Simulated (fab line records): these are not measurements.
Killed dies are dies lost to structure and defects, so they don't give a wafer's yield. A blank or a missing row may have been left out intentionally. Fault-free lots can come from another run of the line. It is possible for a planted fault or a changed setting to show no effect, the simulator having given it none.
fab line records || flow n5Finfet || part 2 of 2: steps 29 to 34 of 34
[record] {"lots": 5, "wafers": 15, "lastDay": 19}
route steps=1938 shown MIM_TOP@1836 MIM_TOP_LITHO@1839 MIM_TOP_ETCH@1851 MIM_BOT_LITHO@1854 MIM_BOT_ETCH@1866
lots with no fault: from the same line, run without faults
startH: hours from the record's first day to the start of the lot's first wafer shown || waitH: hours from the lot's prior step to this one || " repeats the value in the row above || L1.1+2: several wafers, shown together as one row || - value missing, or start not given || * or withheld: withheld || < > ~ a bound
route shown NAME@n: a module of which the file shows steps, and the number in the route of the first || usual: the fault-free wafers' mean and standard deviation || same: alike in all rows || chamber/n: place in a boat || sites: readings site by site || _std_site: standard deviation of those values || _edge_site: inner sites' mean taken away from outer sites' mean || radiusMm: for every site, how far away it sits from the centre of the wafer || mask NAME#n: copy n || behind: the most recent tool/chamber to have shaped the wafer || hold: reason for holding the lot/hours on hold/outcome of the hold || device: which transistor (n, p or np) failed to switch || end of line: the route-end tests of the same wafers || for a step that has no rows: nothing shown but its recipe || killed: not the wafer's yield, but the dies lost to structure and defects at the first sort || map: a wafer's dies, x killed, . not, _ none there
set.NAME: the setting that was run; set.NAME@STEP: the one run at that earlier step || model.NAME: the simulator's own value behind a step, which no gauge read
lots seen at some steps along the route; tables by step, rows by wafer
services: from which hour (startH, from the record's first day; less than 0 if before it) a tool's chamber was out of use, for how many hours, and why
[[steps]]
[step N5_MIM_BOT_LITHO_INSPECT_12]
[recipe] {"mode": "adi", "inspectInstrument": "macro"}
[usual] {"rawDefectCount": "2.0/1.4"}
{"lot.wafer": "L075.3", "tool": "defectInspect-01", "chamber": "-", "startH": 283.40, "waitH": 0.0, "rawDefectCount": 1}
{"lot.wafer": "L075.4", "tool": "defectInspect-01", "chamber": "-", "startH": 283.40, "waitH": 0.0, "rawDefectCount": 3}
{"lot.wafer": "L075.5", "tool": "defectInspect-01", "chamber": "-", "startH": 283.40, "waitH": 0.0, "rawDefectCount": 0}
{"lot.wafer": "L088.1", "tool": "defectInspect-02", "chamber": "-", "startH": 439.66, "waitH": 0.0, "rawDefectCount": 6}
{"lot.wafer": "L088.4", "tool": "defectInspect-02", "chamber": "-", "startH": 439.66, "waitH": 0.0, "rawDefectCount": 0}
{"lot.wafer": "L088.5", "tool": "defectInspect-02", "chamber": "-", "startH": 439.66, "waitH": 0.0, "rawDefectCount": 2}
{"lot.wafer": "L093.1", "tool": "defectInspect-01", "chamber": "-", "startH": 448.08, "waitH": 0.0, "rawDefectCount": 1}
{"lot.wafer": "L093.3", "tool": "defectInspect-01", "chamber": "-", "startH": 448.08, "waitH": 0.0, "rawDefectCount": 1}
{"lot.wafer": "L093.5", "tool": "defectInspect-01", "chamber": "-", "startH": 448.08, "waitH": 0.0, "rawDefectCount": 5}
{"lot.wafer": "L095.1", "tool": "defectInspect-02", "chamber": "-", "startH": 448.28, "waitH": 0.0, "rawDefectCount": 1}
{"lot.wafer": "L095.3", "tool": "defectInspect-02", "chamber": "-", "startH": 448.28, "waitH": 0.0, "rawDefectCount": 4}
{"lot.wafer": "L095.4", "tool": "defectInspect-02", "chamber": "-", "startH": 448.28, "waitH": 0.0, "rawDefectCount": 0}
{"lot.wafer": "L094.2", "tool": "defectInspect-01", "chamber": "-", "startH": 448.70, "waitH": 0.0, "rawDefectCount": 3}
{"lot.wafer": "L094.5", "tool": "defectInspect-01", "chamber": "-", "startH": 448.70, "waitH": 0.0, "rawDefectCount": 3}
{"lot.wafer": "L094.6", "tool": "defectInspect-01", "chamber": "-", "startH": 448.70, "waitH": 0.0, "rawDefectCount": 2}
[step N5_MIM_BOT_LITHO_DESCUM_10]
[recipe] {"chemistry": "O2", "timeS": 7.9, "sourcePowerW": 50, "biasPowerW": 20, "pressureMtorr": 20, "rfFrequencyHz": 2.712e+07, "tempC": 40, "o2FlowSccm": 225}
[usual] {"drypumpMotorCurrentA": "5.9/0.48", "oesProductAu": "0.80/0.062", "rfVppV": "242.7/1.3", "showerheadPlenumPTorr": "2.06/0.065", "throttleValvePct": "20.38/0.17"}
[same] {"timeS": 7.9}
{"lot.wafer": "L075.3", "tool": "rieDiel-01", "chamber": 1, "startH": 283.43, "waitH": 0.0, "drypumpMotorCurrentA": 6.4, "oesProductAu": 0.81, "rfHoursCounterH": 82, "rfVppV": 242.2, "showerheadPlenumPTorr": 2.04, "throttleValvePct": 20.14}
{"lot.wafer": "L075.4", "tool": "rieDiel-01", "chamber": 0, "startH": 283.43, "waitH": 0.0, "drypumpMotorCurrentA": 6.2, "oesProductAu": 0.76, "rfHoursCounterH": 175, "rfVppV": 241.8, "showerheadPlenumPTorr": 2.00, "throttleValvePct": 20.62}
{"lot.wafer": "L075.5", "tool": "rieDiel-01", "chamber": 1, "startH": 283.43, "waitH": 0.0, "drypumpMotorCurrentA": 6.5, "oesProductAu": 0.81, "rfHoursCounterH": "-", "rfVppV": 242.7, "showerheadPlenumPTorr": 2.04, "throttleValvePct": 20.13}
{"lot.wafer": "L088.1", "tool": "rieDiel-03", "chamber": 2, "startH": 439.70, "waitH": 0.0, "drypumpMotorCurrentA": 6.7, "oesProductAu": 0.76, "rfHoursCounterH": 136, "rfVppV": 244.7, "showerheadPlenumPTorr": 2.09, "throttleValvePct": 20.64}
{"lot.wafer": "L088.4", "tool": "rieDiel-03", "chamber": 3, "startH": 439.70, "waitH": 0.0, "drypumpMotorCurrentA": 5.6, "oesProductAu": 0.85, "rfHoursCounterH": 57, "rfVppV": 244.2, "showerheadPlenumPTorr": 2.13, "throttleValvePct": 20.68}
{"lot.wafer": "L088.5", "tool": "rieDiel-03", "chamber": 2, "startH": 439.70, "waitH": 0.0, "drypumpMotorCurrentA": 6.7, "oesProductAu": 0.76, "rfHoursCounterH": "-", "rfVppV": 241.7, "showerheadPlenumPTorr": 2.09, "throttleValvePct": 20.64}
{"lot.wafer": "L093.1", "tool": "rieDiel-03", "chamber": 3, "startH": 448.12, "waitH": 0.0, "drypumpMotorCurrentA": 5.6, "oesProductAu": 0.86, "rfHoursCounterH": 60, "rfVppV": 242.4, "showerheadPlenumPTorr": 2.13, "throttleValvePct": 20.67}
{"lot.wafer": "L093.3", "tool": "rieDiel-03", "chamber": 0, "startH": 448.12, "waitH": 0.0, "drypumpMotorCurrentA": 6.0, "oesProductAu": 0.76, "rfHoursCounterH": 153, "rfVppV": 241.6, "showerheadPlenumPTorr": 1.99, "throttleValvePct": 20.50}
{"lot.wafer": "L093.5", "tool": "rieDiel-03", "chamber": 1, "startH": 448.12, "waitH": 0.0, "drypumpMotorCurrentA": 6.4, "oesProductAu": 0.76, "rfHoursCounterH": "-", "rfVppV": 243.3, "showerheadPlenumPTorr": 2.10, "throttleValvePct": 20.30}
{"lot.wafer": "L095.1", "tool": "rieDiel-03", "chamber": 3, "startH": 448.32, "waitH": 0.0, "drypumpMotorCurrentA": 5.6, "oesProductAu": 0.85, "rfHoursCounterH": 60, "rfVppV": 244.2, "showerheadPlenumPTorr": 2.13, "throttleValvePct": 20.67}
{"lot.wafer": "L095.3", "tool": "rieDiel-03", "chamber": 0, "startH": 448.32, "waitH": 0.0, "drypumpMotorCurrentA": 6.0, "oesProductAu": 0.75, "rfHoursCounterH": 153, "rfVppV": 240.7, "showerheadPlenumPTorr": 1.99, "throttleValvePct": 20.49}
{"lot.wafer": "L095.4", "tool": "rieDiel-03", "chamber": 2, "startH": 448.32, "waitH": 0.0, "drypumpMotorCurrentA": 6.7, "oesProductAu": 0.75, "rfHoursCounterH": 139, "rfVppV": 242.1, "showerheadPlenumPTorr": 2.09, "throttleValvePct": 20.64}
{"lot.wafer": "L094.2", "tool": "rieDiel-03", "chamber": 0, "startH": 448.74, "waitH": 0.0, "drypumpMotorCurrentA": 6.0, "oesProductAu": 0.76, "rfHoursCounterH": 153, "rfVppV": 242.0, "showerheadPlenumPTorr": 1.99, "throttleValvePct": 20.50}
{"lot.wafer": "L094.5", "tool": "rieDiel-03", "chamber": 2, "startH": 448.74, "waitH": 0.0, "drypumpMotorCurrentA": 6.7, "oesProductAu": 0.76, "rfHoursCounterH": "-", "rfVppV": 243.0, "showerheadPlenumPTorr": 2.09, "throttleValvePct": 20.66}
{"lot.wafer": "L094.6", "tool": "rieDiel-03", "chamber": 1, "startH": 448.74, "waitH": 0.0, "drypumpMotorCurrentA": 6.5, "oesProductAu": 0.76, "rfHoursCounterH": "-", "rfVppV": 243.1, "showerheadPlenumPTorr": 2.10, "throttleValvePct": 20.31}
[step N5_MIM_BOT_ETCH_ETCH_04]
[recipe] {"chemistry": "CF4/O2", "target": "SiNx", "targetDepthA": 260, "timeS": 13, "ionEnergyEv": 100, "pressureMtorr": 40, "sourceW": 535, "biasW": 49, "Ar_flow_sccm": 100, "cf4FlowSccm": 100, "O2_flow_sccm": 10}
[usual] {"biasW": "48.97/0.15", "drypumpMotorCurrentA": "5.9/0.48", "oesProductAu": "0.80/0.066", "rfVppV": "238/4.3", "showerheadPlenumPTorr": "2.18/0.066", "throttleValvePct": "16.00/0.17"}
[same] {"timeS": 13}
{"lot.wafer": "L075.3", "tool": "rieDiel-01", "chamber": 1, "startH": 283.50, "waitH": 0.0, "biasW": 49.32, "drypumpMotorCurrentA": 6.5, "oesProductAu": 0.80, "rfHoursCounterH": 82, "rfVppV": 235, "showerheadPlenumPTorr": 2.15, "throttleValvePct": 15.69}
{"lot.wafer": "L075.4", "tool": "rieDiel-01", "chamber": 0, "startH": 283.50, "waitH": 0.0, "biasW": 48.75, "drypumpMotorCurrentA": 6.2, "oesProductAu": 0.74, "rfHoursCounterH": 175, "rfVppV": 232, "showerheadPlenumPTorr": 2.11, "throttleValvePct": 16.17}
{"lot.wafer": "L075.5", "tool": "rieDiel-01", "chamber": 1, "startH": 283.50, "waitH": 0.0, "biasW": 49.04, "drypumpMotorCurrentA": 6.4, "oesProductAu": 0.81, "rfHoursCounterH": "-", "rfVppV": 234, "showerheadPlenumPTorr": 2.15, "throttleValvePct": 15.69}
{"lot.wafer": "L088.1", "tool": "rieDiel-03", "chamber": 2, "startH": 439.77, "waitH": 0.0, "biasW": 49.18, "drypumpMotorCurrentA": 6.7, "oesProductAu": 0.77, "rfHoursCounterH": 136, "rfVppV": 233, "showerheadPlenumPTorr": 2.22, "throttleValvePct": 16.27}
{"lot.wafer": "L088.4", "tool": "rieDiel-03", "chamber": 3, "startH": 439.77, "waitH": 0.0, "biasW": 48.89, "drypumpMotorCurrentA": 5.6, "oesProductAu": 0.86, "rfHoursCounterH": 57, "rfVppV": 246, "showerheadPlenumPTorr": 2.24, "throttleValvePct": 16.19}
{"lot.wafer": "L088.5", "tool": "rieDiel-03", "chamber": 2, "startH": 439.77, "waitH": 0.0, "biasW": 48.87, "drypumpMotorCurrentA": 6.7, "oesProductAu": 0.77, "rfHoursCounterH": "-", "rfVppV": 232, "showerheadPlenumPTorr": 2.22, "throttleValvePct": 16.27}
{"lot.wafer": "L093.1", "tool": "rieDiel-03", "chamber": 3, "startH": 448.18, "waitH": 0.0, "biasW": 48.86, "drypumpMotorCurrentA": 5.6, "oesProductAu": 0.85, "rfHoursCounterH": 60, "rfVppV": 245, "showerheadPlenumPTorr": 2.24, "throttleValvePct": 16.20}
{"lot.wafer": "L093.3", "tool": "rieDiel-03", "chamber": 0, "startH": 448.18, "waitH": 0.0, "biasW": 48.82, "drypumpMotorCurrentA": 6.0, "oesProductAu": 0.75, "rfHoursCounterH": 153, "rfVppV": 238, "showerheadPlenumPTorr": 2.12, "throttleValvePct": 16.19}
{"lot.wafer": "L093.5", "tool": "rieDiel-03", "chamber": 1, "startH": 448.18, "waitH": 0.0, "biasW": 49.15, "drypumpMotorCurrentA": 6.4, "oesProductAu": 0.77, "rfHoursCounterH": "-", "rfVppV": 234, "showerheadPlenumPTorr": 2.21, "throttleValvePct": 15.89}
{"lot.wafer": "L095.1", "tool": "rieDiel-03", "chamber": 3, "startH": 448.38, "waitH": 0.0, "biasW": 49.01, "drypumpMotorCurrentA": 5.6, "oesProductAu": 0.84, "rfHoursCounterH": 60, "rfVppV": 247, "showerheadPlenumPTorr": 2.24, "throttleValvePct": 16.20}
{"lot.wafer": "L095.3", "tool": "rieDiel-03", "chamber": 0, "startH": 448.38, "waitH": 0.0, "biasW": 48.97, "drypumpMotorCurrentA": 6.0, "oesProductAu": 0.75, "rfHoursCounterH": 153, "rfVppV": 240, "showerheadPlenumPTorr": 2.12, "throttleValvePct": 16.18}
{"lot.wafer": "L095.4", "tool": "rieDiel-03", "chamber": 2, "startH": 448.38, "waitH": 0.0, "biasW": 48.97, "drypumpMotorCurrentA": 6.7, "oesProductAu": 0.76, "rfHoursCounterH": 139, "rfVppV": 231, "showerheadPlenumPTorr": 2.21, "throttleValvePct": 16.26}
{"lot.wafer": "L094.2", "tool": "rieDiel-03", "chamber": 0, "startH": 448.81, "waitH": 0.0, "biasW": 49.19, "drypumpMotorCurrentA": 6.0, "oesProductAu": 0.75, "rfHoursCounterH": 153, "rfVppV": 240, "showerheadPlenumPTorr": 2.12, "throttleValvePct": 16.17}
{"lot.wafer": "L094.5", "tool": "rieDiel-03", "chamber": 2, "startH": 448.81, "waitH": 0.0, "biasW": 49.08, "drypumpMotorCurrentA": 6.7, "oesProductAu": 0.77, "rfHoursCounterH": "-", "rfVppV": 232, "showerheadPlenumPTorr": 2.22, "throttleValvePct": 16.28}
{"lot.wafer": "L094.6", "tool": "rieDiel-03", "chamber": 1, "startH": 448.81, "waitH": 0.0, "biasW": 49.21, "drypumpMotorCurrentA": 6.5, "oesProductAu": 0.77, "rfHoursCounterH": "-", "rfVppV": 234, "showerheadPlenumPTorr": 2.21, "throttleValvePct": 15.90}
[step N5_MIM_BOT_ETCH_ETCH_03]
[recipe] {"chemistry": "Cl2/BCl3", "targetDepthA": 120, "pressureMtorr": 8, "icpW": 800, "biasW": 100, "Cl2_flow_sccm": 20, "bcl3FlowSccm": 80}
[usual] {"biasW": "100.0/0.31", "drypumpMotorCurrentA": "5.9/0.34", "oesProductAu": "0.80/0.071", "throttleValvePct": "27.57/0.25"}
{"lot.wafer": "L075.3", "tool": "rieMetal-02", "chamber": 1, "startH": 283.62, "waitH": 0.1, "biasW": 100.1, "drypumpMotorCurrentA": 5.0, "oesProductAu": 0.83, "rfHoursCounterH": "-", "throttleValvePct": 27.22}
{"lot.wafer": "L075.4", "tool": "rieMetal-02", "chamber": 0, "startH": 283.62, "waitH": 0.1, "biasW": 100.5, "drypumpMotorCurrentA": 5.9, "oesProductAu": 0.85, "rfHoursCounterH": "-", "throttleValvePct": 27.63}
{"lot.wafer": "L075.5", "tool": "rieMetal-02", "chamber": 1, "startH": 283.62, "waitH": 0.1, "biasW": 99.9, "drypumpMotorCurrentA": 5.0, "oesProductAu": 0.82, "rfHoursCounterH": "-", "throttleValvePct": 27.23}
{"lot.wafer": "L088.1", "tool": "rieMetal-03", "chamber": 1, "startH": 439.86, "waitH": 0.1, "biasW": 100.3, "drypumpMotorCurrentA": 6.0, "oesProductAu": 0.89, "rfHoursCounterH": 11, "throttleValvePct": 27.66}
{"lot.wafer": "L088.4", "tool": "rieMetal-03", "chamber": 0, "startH": 439.86, "waitH": 0.1, "biasW": 100.0, "drypumpMotorCurrentA": 6.3, "oesProductAu": 0.78, "rfHoursCounterH": "-", "throttleValvePct": 27.38}
{"lot.wafer": "L088.5", "tool": "rieMetal-03", "chamber": 1, "startH": 439.86, "waitH": 0.1, "biasW": 99.7, "drypumpMotorCurrentA": 6.0, "oesProductAu": 0.88, "rfHoursCounterH": "-", "throttleValvePct": 27.64}
{"lot.wafer": "L093.1", "tool": "rieMetal-03", "chamber": 1, "startH": 448.27, "waitH": 0.1, "biasW": 99.7, "drypumpMotorCurrentA": 6.0, "oesProductAu": 0.88, "rfHoursCounterH": 13, "throttleValvePct": 27.65}
{"lot.wafer": "L093.3", "tool": "rieMetal-03", "chamber": 0, "startH": 448.27, "waitH": 0.1, "biasW": 100.0, "drypumpMotorCurrentA": 6.3, "oesProductAu": 0.78, "rfHoursCounterH": "-", "throttleValvePct": 27.40}
{"lot.wafer": "L093.5", "tool": "rieMetal-03", "chamber": 0, "startH": 448.27, "waitH": 0.1, "biasW": 100.1, "drypumpMotorCurrentA": 6.3, "oesProductAu": 0.78, "rfHoursCounterH": "-", "throttleValvePct": 27.40}
{"lot.wafer": "L095.1", "tool": "rieMetal-02", "chamber": 0, "startH": 448.47, "waitH": 0.1, "biasW": 100.1, "drypumpMotorCurrentA": 5.9, "oesProductAu": 0.79, "rfHoursCounterH": 38, "throttleValvePct": 27.67}
{"lot.wafer": "L095.3", "tool": "rieMetal-02", "chamber": 1, "startH": 448.47, "waitH": 0.1, "biasW": 99.9, "drypumpMotorCurrentA": 5.0, "oesProductAu": 0.77, "rfHoursCounterH": "-", "throttleValvePct": 27.24}
{"lot.wafer": "L095.4", "tool": "rieMetal-02", "chamber": 0, "startH": 448.47, "waitH": 0.1, "biasW": 99.4, "drypumpMotorCurrentA": 5.9, "oesProductAu": 0.80, "rfHoursCounterH": "-", "throttleValvePct": 27.65}
{"lot.wafer": "L094.2", "tool": "rieMetal-01", "chamber": 0, "startH": 448.90, "waitH": 0.1, "biasW": 100.3, "drypumpMotorCurrentA": 5.9, "oesProductAu": 0.72, "rfHoursCounterH": 62, "throttleValvePct": 27.39}
{"lot.wafer": "L094.5", "tool": "rieMetal-01", "chamber": 0, "startH": 448.90, "waitH": 0.1, "biasW": 100.4, "drypumpMotorCurrentA": 5.9, "oesProductAu": 0.73, "rfHoursCounterH": "-", "throttleValvePct": 27.40}
{"lot.wafer": "L094.6", "tool": "rieMetal-01", "chamber": 1, "startH": 448.90, "waitH": 0.1, "biasW": 99.5, "drypumpMotorCurrentA": 6.0, "oesProductAu": 0.71, "rfHoursCounterH": "-", "throttleValvePct": 28.01}
[step N5_MIM_BOT_ETCH_ETCH_00]
[recipe] {"chemistry": "Cl2/BCl3", "target": "TiN", "targetDepthA": 455, "ionEnergyEv": 150, "pressureMtorr": 10, "icpW": 1000, "biasW": 126, "Cl2_flow_sccm": 53.25, "bcl3FlowSccm": 21.75, "Ar_flow_sccm": 25}
[usual] {"biasW": "126.0/0.38", "drypumpMotorCurrentA": "5.9/0.34", "oesProductAu": "0.80/0.071", "throttleValvePct": "22.00/0.24"}
{"lot.wafer": "L075.3", "tool": "rieMetal-02", "chamber": 1, "startH": 283.72, "waitH": 0.1, "biasW": 126.2, "drypumpMotorCurrentA": 5.0, "oesProductAu": 0.83, "rfHoursCounterH": "-", "throttleValvePct": 21.56}
{"lot.wafer": "L075.4", "tool": "rieMetal-02", "chamber": 0, "startH": 283.72, "waitH": 0.1, "biasW": 126.2, "drypumpMotorCurrentA": 5.9, "oesProductAu": 0.84, "rfHoursCounterH": "-", "throttleValvePct": 22.05}
{"lot.wafer": "L075.5", "tool": "rieMetal-02", "chamber": 1, "startH": 283.72, "waitH": 0.1, "biasW": 126.1, "drypumpMotorCurrentA": 5.0, "oesProductAu": 0.82, "rfHoursCounterH": "-", "throttleValvePct": 21.54}
{"lot.wafer": "L088.1", "tool": "rieMetal-03", "chamber": 1, "startH": 439.95, "waitH": 0.1, "biasW": 126.2, "drypumpMotorCurrentA": 6.0, "oesProductAu": 0.89, "rfHoursCounterH": 11, "throttleValvePct": 22.01}
{"lot.wafer": "L088.4", "tool": "rieMetal-03", "chamber": 0, "startH": 439.95, "waitH": 0.1, "biasW": 126.0, "drypumpMotorCurrentA": 6.3, "oesProductAu": 0.79, "rfHoursCounterH": "-", "throttleValvePct": 21.95}
{"lot.wafer": "L088.5", "tool": "rieMetal-03", "chamber": 1, "startH": 439.95, "waitH": 0.1, "biasW": 126.1, "drypumpMotorCurrentA": 6.0, "oesProductAu": 0.88, "rfHoursCounterH": "-", "throttleValvePct": 22.03}
{"lot.wafer": "L093.1", "tool": "rieMetal-03", "chamber": 1, "startH": 448.36, "waitH": 0.1, "biasW": 126.4, "drypumpMotorCurrentA": 6.0, "oesProductAu": 0.88, "rfHoursCounterH": 13, "throttleValvePct": 22.01}
{"lot.wafer": "L093.3", "tool": "rieMetal-03", "chamber": 0, "startH": 448.36, "waitH": 0.1, "biasW": 126.1, "drypumpMotorCurrentA": 6.3, "oesProductAu": 0.79, "rfHoursCounterH": "-", "throttleValvePct": 21.95}
{"lot.wafer": "L093.5", "tool": "rieMetal-03", "chamber": 0, "startH": 448.36, "waitH": 0.1, "biasW": 125.3, "drypumpMotorCurrentA": 6.3, "oesProductAu": 0.78, "rfHoursCounterH": "-", "throttleValvePct": 21.96}
{"lot.wafer": "L095.1", "tool": "rieMetal-02", "chamber": 0, "startH": 448.56, "waitH": 0.1, "biasW": 125.9, "drypumpMotorCurrentA": 5.9, "oesProductAu": 0.80, "rfHoursCounterH": 38, "throttleValvePct": 22.07}
{"lot.wafer": "L095.3", "tool": "rieMetal-02", "chamber": 1, "startH": 448.56, "waitH": 0.1, "biasW": 126.0, "drypumpMotorCurrentA": 5.0, "oesProductAu": 0.78, "rfHoursCounterH": "-", "throttleValvePct": 21.61}
{"lot.wafer": "L095.4", "tool": "rieMetal-02", "chamber": 0, "startH": 448.56, "waitH": 0.1, "biasW": 125.7, "drypumpMotorCurrentA": 5.9, "oesProductAu": 0.79, "rfHoursCounterH": "-", "throttleValvePct": 22.07}
{"lot.wafer": "L094.2", "tool": "rieMetal-01", "chamber": 0, "startH": 448.99, "waitH": 0.1, "biasW": 126.1, "drypumpMotorCurrentA": 5.9, "oesProductAu": 0.72, "rfHoursCounterH": 62, "throttleValvePct": 21.85}
{"lot.wafer": "L094.5", "tool": "rieMetal-01", "chamber": 0, "startH": 448.99, "waitH": 0.1, "biasW": 125.5, "drypumpMotorCurrentA": 5.9, "oesProductAu": 0.72, "rfHoursCounterH": "-", "throttleValvePct": 21.86}
{"lot.wafer": "L094.6", "tool": "rieMetal-01", "chamber": 1, "startH": 448.99, "waitH": 0.1, "biasW": 126.2, "drypumpMotorCurrentA": 6.0, "oesProductAu": 0.72, "rfHoursCounterH": "-", "throttleValvePct": 22.42}
[step N5_MIM_BOT_ETCH_STRIP_01]
[recipe] {"chemistry": "O2", "powerW": 600, "tempC": 60, "pressureMtorr": 30, "rfFrequencyHz": 6e+07, "biasPowerW": 0, "overashFraction": 0.5, "o2FlowSccm": 225}
[usual] {"drypumpMotorCurrentA": "5.9/0.49", "oesProductAu": "0.80/0.076", "rfVppV": "3.6/1.4", "showerheadPlenumPTorr": "2.06/0.073", "throttleValvePct": "16.64/0.19"}
{"lot.wafer": "L075.3", "tool": "rieDiel-03", "chamber": 1, "startH": 283.82, "waitH": 0.1, "drypumpMotorCurrentA": 6.4, "oesProductAu": 0.81, "rfHoursCounterH": 72, "rfVppV": 1.1, "showerheadPlenumPTorr": 2.12, "throttleValvePct": 16.45}
{"lot.wafer": "L075.4", "tool": "rieDiel-03", "chamber": 2, "startH": 283.82, "waitH": 0.1, "drypumpMotorCurrentA": 6.7, "oesProductAu": 0.82, "rfHoursCounterH": 89, "rfVppV": 2.9, "showerheadPlenumPTorr": 2.11, "throttleValvePct": 16.80}
{"lot.wafer": "L075.5", "tool": "rieDiel-03", "chamber": 3, "startH": 283.82, "waitH": 0.1, "drypumpMotorCurrentA": 5.6, "oesProductAu": 0.93, "rfHoursCounterH": "-", "rfVppV": 3.9, "showerheadPlenumPTorr": 2.15, "throttleValvePct": 16.75}
{"lot.wafer": "L088.1", "tool": "rieDiel-03", "chamber": 2, "startH": 440.09, "waitH": 0.1, "drypumpMotorCurrentA": 6.7, "oesProductAu": 0.76, "rfHoursCounterH": 136, "rfVppV": 4.4, "showerheadPlenumPTorr": 2.10, "throttleValvePct": 16.85}
{"lot.wafer": "L088.4", "tool": "rieDiel-03", "chamber": 3, "startH": 440.09, "waitH": 0.1, "drypumpMotorCurrentA": 5.6, "oesProductAu": 0.87, "rfHoursCounterH": 57, "rfVppV": 4.5, "showerheadPlenumPTorr": 2.13, "throttleValvePct": 16.88}
{"lot.wafer": "L088.5", "tool": "rieDiel-03", "chamber": 1, "startH": 440.09, "waitH": 0.1, "drypumpMotorCurrentA": 6.4, "oesProductAu": 0.76, "rfHoursCounterH": "-", "rfVppV": 2.9, "showerheadPlenumPTorr": 2.11, "throttleValvePct": 16.61}
{"lot.wafer": "L093.1", "tool": "rieDiel-05", "chamber": 1, "startH": 448.51, "waitH": 0.1, "drypumpMotorCurrentA": 6.2, "oesProductAu": 0.82, "rfHoursCounterH": 102, "rfVppV": 1.8, "showerheadPlenumPTorr": 2.02, "throttleValvePct": 16.61}
{"lot.wafer": "L093.3", "tool": "rieDiel-05", "chamber": 2, "startH": 448.51, "waitH": 0.1, "drypumpMotorCurrentA": 5.6, "oesProductAu": 0.88, "rfHoursCounterH": 22, "rfVppV": 3.7, "showerheadPlenumPTorr": 2.15, "throttleValvePct": 16.55}
{"lot.wafer": "L093.5", "tool": "rieDiel-05", "chamber": 0, "startH": 448.51, "waitH": 0.1, "drypumpMotorCurrentA": 5.4, "oesProductAu": 0.78, "rfHoursCounterH": "-", "rfVppV": 1.7, "showerheadPlenumPTorr": 2.08, "throttleValvePct": 16.58}
{"lot.wafer": "L095.1", "tool": "rieDiel-03", "chamber": 0, "startH": 448.70, "waitH": 0.1, "drypumpMotorCurrentA": 6.0, "oesProductAu": 0.76, "rfHoursCounterH": 153, "rfVppV": 2.4, "showerheadPlenumPTorr": 2.00, "throttleValvePct": 16.77}
{"lot.wafer": "L095.3", "tool": "rieDiel-03", "chamber": 3, "startH": 448.70, "waitH": 0.1, "drypumpMotorCurrentA": 5.6, "oesProductAu": 0.86, "rfHoursCounterH": 61, "rfVppV": 1.4, "showerheadPlenumPTorr": 2.13, "throttleValvePct": 16.89}
{"lot.wafer": "L095.4", "tool": "rieDiel-03", "chamber": 2, "startH": 448.70, "waitH": 0.1, "drypumpMotorCurrentA": 6.7, "oesProductAu": 0.75, "rfHoursCounterH": 139, "rfVppV": 4.1, "showerheadPlenumPTorr": 2.10, "throttleValvePct": 16.89}
{"lot.wafer": "L094.2", "tool": "rieDiel-01", "chamber": 1, "startH": 449.13, "waitH": 0.1, "drypumpMotorCurrentA": 6.5, "oesProductAu": 0.75, "rfHoursCounterH": 139, "rfVppV": 2.8, "showerheadPlenumPTorr": 2.02, "throttleValvePct": 16.46}
{"lot.wafer": "L094.5", "tool": "rieDiel-01", "chamber": 0, "startH": 449.13, "waitH": 0.1, "drypumpMotorCurrentA": 6.2, "oesProductAu": 0.68, "rfHoursCounterH": "-", "rfVppV": 2.8, "showerheadPlenumPTorr": 1.98, "throttleValvePct": 16.95}
{"lot.wafer": "L094.6", "tool": "rieDiel-01", "chamber": 1, "startH": 449.13, "waitH": 0.1, "drypumpMotorCurrentA": 6.4, "oesProductAu": 0.76, "rfHoursCounterH": "-", "rfVppV": 5.8, "showerheadPlenumPTorr": 2.02, "throttleValvePct": 16.47}
[[services]]
{"tool": "krfScanner-02", "chamber": "-", "startH": 262.00, "hours": 3.6, "kind": "pm"}
{"tool": "krfScanner-01", "chamber": "-", "startH": 265.91, "hours": 1.0, "kind": "pm"}
{"tool": "pecvd-01", "chamber": 1, "startH": 274.17, "hours": 12.3, "kind": "repair"}
{"tool": "krfScanner-01", "chamber": "-", "startH": 275.19, "hours": 0.8, "kind": "pm"}
{"tool": "pecvd-01", "chamber": "-", "startH": 275.27, "hours": 0.9, "kind": "repair"}
{"tool": "krfScanner-01", "chamber": "-", "startH": 300.50, "hours": 1.3, "kind": "pm"}
{"tool": "krfScanner-02", "chamber": "-", "startH": 303.10, "hours": 0.8, "kind": "pm"}
{"tool": "krfScanner-02", "chamber": "-", "startH": 311.53, "hours": 0.8, "kind": "pm"}
{"tool": "rieMetal-03", "chamber": 1, "startH": 315.00, "hours": 14.0, "kind": "repair"}
{"tool": "aldHk-01", "chamber": "-", "startH": 318.38, "hours": 8.7, "kind": "pm"}
{"tool": "rieDiel-03", "chamber": "-", "startH": 322.81, "hours": 14.6, "kind": "pm"}
{"tool": "krfScanner-02", "chamber": "-", "startH": 324.71, "hours": 1.0, "kind": "pm"}
{"tool": "krfScanner-02", "chamber": "-", "startH": 331.58, "hours": 1.3, "kind": "pm"}
{"tool": "rieDiel-01", "chamber": 1, "startH": 341.15, "hours": 22.0, "kind": "repair"}
{"tool": "rieMetal-02", "chamber": 0, "startH": 341.95, "hours": 3.6, "kind": "repair"}
{"tool": "krfScanner-02", "chamber": "-", "startH": 345.15, "hours": 0.5, "kind": "repair"}
{"tool": "rieMetal-02", "chamber": 0, "startH": 379.21, "hours": 7.7, "kind": "repair"}
{"tool": "krfScanner-01", "chamber": "-", "startH": 395.17, "hours": 1.7, "kind": "repair"}
{"tool": "rieMetal-03", "chamber": "-", "startH": 404.20, "hours": 0.7, "kind": "repair"}
{"tool": "rieDiel-01", "chamber": 2, "startH": 422.68, "hours": 5.6, "kind": "repair"}
{"tool": "pvdSputter-01", "chamber": "-", "startH": 430.44, "hours": 0.9, "kind": "repair"}
{"tool": "krfScanner-01", "chamber": "-", "startH": 430.72, "hours": 3.6, "kind": "pm"}
{"tool": "krfScanner-01", "chamber": "-", "startH": 434.91, "hours": 1.0, "kind": "pm"}
{"tool": "krfScanner-01", "chamber": "-", "startH": 443.99, "hours": 0.8, "kind": "pm"}
